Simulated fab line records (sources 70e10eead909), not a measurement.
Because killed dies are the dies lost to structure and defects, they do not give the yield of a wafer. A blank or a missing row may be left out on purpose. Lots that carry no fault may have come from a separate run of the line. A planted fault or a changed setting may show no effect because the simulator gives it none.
Chamber matching :: flow nand-harc :: NHARC_P_BONDPAD_DEP_00 on pecvd-02: 3 sister chambers
The step deposits SiCN, target thk 250 nm. 6 wafers are shown with their chamber, then 8 later ones without.

== WAFERS, EACH WITH ITS CHAMBER ==
wafer: L076.2
chamber: 2
heater-power-w (W): 585

wafer: L079.4
chamber: 1
heater-power-w (W): 634

wafer: L083.6
chamber: 2
heater-power-w (W): 556

wafer: L091.4
chamber: 0
heater-power-w (W): 585

wafer: L091.5
chamber: 1
heater-power-w (W): 554

wafer: L094.1
chamber: 0
heater-power-w (W): 638

== WAFERS WITHOUT THEIR CHAMBER ==
wafer: L094.2
heater-power-w (W): 606

wafer: L094.3
heater-power-w (W): 576

wafer: L094.4
heater-power-w (W): 623

wafer: L094.5
heater-power-w (W): 470

wafer: L094.6
heater-power-w (W): 529

wafer: L097.2
heater-power-w (W): 605

wafer: L097.4
heater-power-w (W): 609

wafer: L097.6
heater-power-w (W): 547

== WHICH CHAMBER EACH ONE RAN IN ==
wafer: L094.2
from the rows above: can't be placed: 0 or 1 or 2
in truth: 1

wafer: L094.3
from the rows above: can't be placed: 2 or 1 or 0
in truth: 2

wafer: L094.4
from the rows above: can't be placed: 0 or 1 or 2
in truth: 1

wafer: L094.5
from the rows above: can't be placed: 2 or 1 or 0
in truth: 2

wafer: L094.6
from the rows above: can't be placed: 2 or 1 or 0
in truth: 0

wafer: L097.2
from the rows above: can't be placed: 0 or 1 or 2
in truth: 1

wafer: L097.4
from the rows above: can't be placed: 0 or 1 or 2
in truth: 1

wafer: L097.6
from the rows above: can't be placed: 2 or 1 or 0
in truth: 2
Correctly placed: 0 of 8. Unplaceable from these rows: 8, with the true chamber sitting among the candidates in 8. Number placed wrongly: 0.
How it was worked out, from the rows above alone: a wafer's distance from a chamber is the root of the sum, over the readings, of the square of ((its reading less the chamber's mean) divided by the reading's scatter). The wafer belongs to the nearest chamber; if the next one is less than 2 further off, it can't be placed. For every chamber, the mean is computed from those of its wafers that are shown. The scatter is the square root of a quotient: the sum, over the shown wafers, of each reading's squared deviation from its chamber's mean, divided by wafers minus chambers.
